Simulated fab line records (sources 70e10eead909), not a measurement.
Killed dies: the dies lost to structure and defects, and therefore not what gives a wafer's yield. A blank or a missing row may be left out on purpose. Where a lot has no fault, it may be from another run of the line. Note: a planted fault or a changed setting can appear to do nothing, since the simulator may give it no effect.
Which of the tools did it? ; flow nand_harc ; 11 lots with 33 wafers sampled at 5 steps, on a route of 1159 steps

WHAT THE GAUGES SHOWED, per wafer
NHARC_END_SORT_01.
lot;measured;on;killed_at_array;killed_at_other;killed_at_periphery;killed_dies;killed_open;killed_short
L874;day 24 07:02;prober-02;174 30 37;0 0 1;2 0 0;176 30 38;2 3 6;5 1 1
L876;day 24 23:42;prober-01;40 45 164;0 1 1;2 4 9;42 50 174;1 2 5;3 2 1

TOOL THAT RAN EACH LOT (tool first, then ch and the chambers of the sampled wafers, then the start)
lot;NHARC_A_STAIRCASE_TRIM_222;NHARC_A_STAIRCASE_TRIM_226;NHARC_A_STAIRCASE_TRIM_231;NHARC_A_STAIRCASE_TRIM_235
L857;rie_diel-10 ch 2,3, day 11 16:04 or earlier;rie_diel-10 ch 0,1,3, day 11 16:04 or earlier;rie_diel-10 ch 1,2,3, day 11 16:04;rie_diel-10 ch 0,2,3, no start
L858;rie_diel-10 ch 2,3, day 11 16:37 or earlier;rie_diel-10 ch 2,3, day 11 16:37 or earlier;rie_diel-07 ch 0,2,3, day 11 16:37;rie_diel-07 ch 0,2,3, no start
L861;rie_diel-09 ch 1,2, day 12 20:49 or earlier;rie_diel-09 ch 1,3, day 12 20:49 or earlier;rie_diel-09 ch 1,3, day 12 20:49;rie_diel-09 ch 0,2,3, no start
L863;rie_diel-07 ch 1,3, day 13 00:20 or earlier;rie_diel-07 ch 0,2,3, day 13 00:20 or earlier;rie_diel-07 ch 0,1,3, day 13 00:20;rie_diel-07 ch 1,2,3, no start
L864;rie_diel-10 ch 1,3, day 13 04:33 or earlier;rie_diel-10 ch 2,3, day 13 04:33 or earlier;rie_diel-07 ch 1,2,3, day 13 04:33;rie_diel-07 ch 0,1,3, no start
L869;rie_diel-07 ch 1,2,3, day 14 06:49 or earlier;rie_diel-07 ch 1,2, day 14 06:49 or earlier;rie_diel-07 ch 0,1,3, day 14 06:49;rie_diel-07 ch 0,1,2, no start
L871;rie_diel-10 ch 0,1,3, day 15 16:07 or earlier;rie_diel-10 ch 0,1, day 15 16:07 or earlier;rie_diel-10 ch 1,2, day 15 16:07;rie_diel-07 ch 0,3, no start
L874;rie_diel-07 ch 0,3, day 16 01:02 or earlier;rie_diel-07 ch 0,2, day 16 01:02 or earlier;rie_diel-07 ch 0,2,3, day 16 01:02;rie_diel-07 ch 0,1,3, day 24 07:02 or earlier
L876;rie_diel-10 ch 0,1,2, day 16 10:30 or earlier;rie_diel-10 ch 0,2,3, day 16 10:30 or earlier;rie_diel-07 ch 0,1,3, day 16 10:30;rie_diel-07 ch 0,1,2, day 24 23:42 or earlier
L878;rie_diel-09 ch 0,1,2, day 16 21:08 or earlier;rie_diel-09 ch 1,2,3, day 16 21:08 or earlier;rie_diel-09 ch 0,2,3, day 16 21:08;rie_diel-09 ch 0,1,3, no start
L879;rie_diel-09 ch 0,3, day 16 23:59 or earlier;rie_diel-09 ch 0,1,3, day 16 23:59 or earlier;rie_diel-09 ch 1,2,3, day 16 23:59;rie_diel-09 ch 0,2,3, no start
- NHARC_A_STAIRCASE_TRIM_222: chemistry O2, time 211.2 s.
- NHARC_A_STAIRCASE_TRIM_226: chemistry O2, time 211.2 s.
- NHARC_A_STAIRCASE_TRIM_231: chemistry O2, time 211.2 s.
- NHARC_A_STAIRCASE_TRIM_235: chemistry O2, time 211.2 s.

AS READ BY THE TOOLS THEMSELVES (means over the sampled wafers that have a number; for cases with no such wafer, the mark the record gives instead)
NHARC_A_STAIRCASE_TRIM_222.
lot;tool;drypump_motor_current_A (A);oes_product_au (a.u.);rf_vpp_V (V);showerhead_plenum_p_Torr (Torr);throttle_valve_pct (%)
L857;rie_diel-10;5.5;1.000;57.8;3.50;17.040
L858;rie_diel-10;5.6;1.012;57.1;3.41;17.039
L861;rie_diel-09;5.9;1.001;58.6;3.55;17.035
L863;rie_diel-07;6.2;0.995;57.9;3.66;17.041
L864;rie_diel-10;5.4;1.001;57.5;3.61;17.036
L869;rie_diel-07;5.8;0.996;58.8;3.69;17.041
L871;rie_diel-10;5.4;1.007;57.9;3.59;17.037
L874;rie_diel-07;5.8;0.998;57.4;3.57;17.035
L876;rie_diel-10;5.5;1.004;57.7;3.50;17.034
L878;rie_diel-09;5.6;0.996;57.9;3.59;17.037
L879;rie_diel-09;5.4;0.993;58.4;3.71;17.028

NHARC_A_STAIRCASE_TRIM_226.
lot;tool;drypump_motor_current_A (A);oes_product_au (a.u.);rf_vpp_V (V);showerhead_plenum_p_Torr (Torr);throttle_valve_pct (%)
L857;rie_diel-10;5.4;1.010;57.1;3.61;17.037
L858;rie_diel-10;5.6;1.012;57.5;3.41;17.042
L861;rie_diel-09;5.1;0.994;57.8;3.44;17.029
L863;rie_diel-07;5.7;0.996;58.7;3.65;17.035
L864;rie_diel-10;5.5;1.004;57.3;3.50;17.035
L869;rie_diel-07;5.5;0.995;58.2;3.71;17.043
L871;rie_diel-10;5.4;1.007;57.8;3.58;17.033
L874;rie_diel-07;5.4;0.994;58.2;3.61;17.035
L876;rie_diel-10;5.5;1.007;56.8;3.48;17.041
L878;rie_diel-09;5.6;0.991;57.2;3.51;17.037
L879;rie_diel-09;5.3;1.002;57.9;3.57;17.041

NHARC_A_STAIRCASE_TRIM_231.
lot;tool;drypump_motor_current_A (A);oes_product_au (a.u.);rf_vpp_V (V);showerhead_plenum_p_Torr (Torr);throttle_valve_pct (%)
L857;rie_diel-10;5.5;1.002;57.5;3.53;17.043
L858;rie_diel-07;5.7;1.003;57.5;3.66;17.039
L861;rie_diel-09;5.3;0.990;58.0;3.51;17.039
L863;rie_diel-07;5.9;1.004;58.2;3.63;17.040
L864;rie_diel-07;5.8;0.987;59.0;3.70;17.031
L869;rie_diel-07;5.9;0.993;58.2;3.62;17.038
L871;rie_diel-10;5.6;1.001;57.0;3.42;17.042
L874;rie_diel-07;5.7;0.927;58.1;3.64;17.038
L876;rie_diel-07;5.9;0.927;57.8;3.61;17.036
L878;rie_diel-09;5.7;1.002;59.0;3.65;17.036
L879;rie_diel-09;5.6;0.994;57.7;3.51;17.031

NHARC_A_STAIRCASE_TRIM_235.
lot;tool;drypump_motor_current_A (A);oes_product_au (a.u.);rf_vpp_V (V);showerhead_plenum_p_Torr (Torr);throttle_valve_pct (%)
L857;rie_diel-10;5.5;1.003;58.0;3.49;17.030
L858;rie_diel-07;5.7;1.000;57.7;3.66;17.040
L861;rie_diel-09;5.7;0.997;57.8;3.67;17.027
L863;rie_diel-07;5.8;0.997;58.9;3.70;17.037
L864;rie_diel-07;5.9;1.003;58.5;3.63;17.039
L869;rie_diel-07;5.5;0.990;58.5;3.66;17.040
L871;rie_diel-07;5.8;0.994;58.3;3.57;17.036
L874;rie_diel-07;5.9;1.003;58.2;3.61;17.033
L876;rie_diel-07;5.4;0.997;58.1;3.65;17.039
L878;rie_diel-09;5.3;1.008;58.4;3.57;17.035
L879;rie_diel-09;5.7;1.005;57.4;3.65;17.037

THE ANSWER, worked out from the rows above alone
Rule: usual is defined by the lots themselves. Put in order of their means at a reading, lots are off if they are a third of the lots or fewer, leave a main group of 4 or more, and stand apart from it by a gap of 3 or more times the standard deviation of the main group's means; of several such gaps the widest counts. A main group is skipped when, at the precision printed for the reading in the tables above, its means are all equal. Also off: a lot with no number at a reading for which 4 or more lots have one. The other lots that the step has rows for count as sound. The gauges are gone through in route order, then the tools' own readings, and for those a lot's mean is taken as printed above. The first step at which some lot is off is used, and at that step the reading that is off furthest; a lot without a number counts as furthest.
Off: L874, L876 (NHARC_A_STAIRCASE_TRIM_231, oes_product_au). The main group: mean 0.997 a.u., standard deviation 0.006.
A tool fits if, at that step or a process step before it, it ran every lot that is off, and no sound lot after the first of them. NHARC_A_STAIRCASE_TRIM_222 gives no start for some lots, so the hours and the order of its lots are those of NHARC_A_STAIRCASE_TRIM_231. NHARC_A_STAIRCASE_TRIM_226 gives no start for some lots, so the hours and the order of its lots are those of NHARC_A_STAIRCASE_TRIM_231. One candidate fits, namely rie_diel-07 at NHARC_A_STAIRCASE_TRIM_231. A fault onset in the window from L869 (day 14 06:49, its last sound lot) to L874 (day 16 01:02, its first lot off) fits.
On the lots that are off, the tool's own readings at NHARC_A_STAIRCASE_TRIM_231 differ by more than 5 times the standard deviation of the sound lots' means, which bears it out; oes_product_au reads 0.927 a.u. there versus 0.997 a.u. on the sound lots.

WHAT HAD BEEN PUT IN BY THE SIMULATOR
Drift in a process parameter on rie_diel-07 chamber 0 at NHARC_A_STAIRCASE_TRIM_231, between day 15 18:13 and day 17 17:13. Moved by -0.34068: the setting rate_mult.
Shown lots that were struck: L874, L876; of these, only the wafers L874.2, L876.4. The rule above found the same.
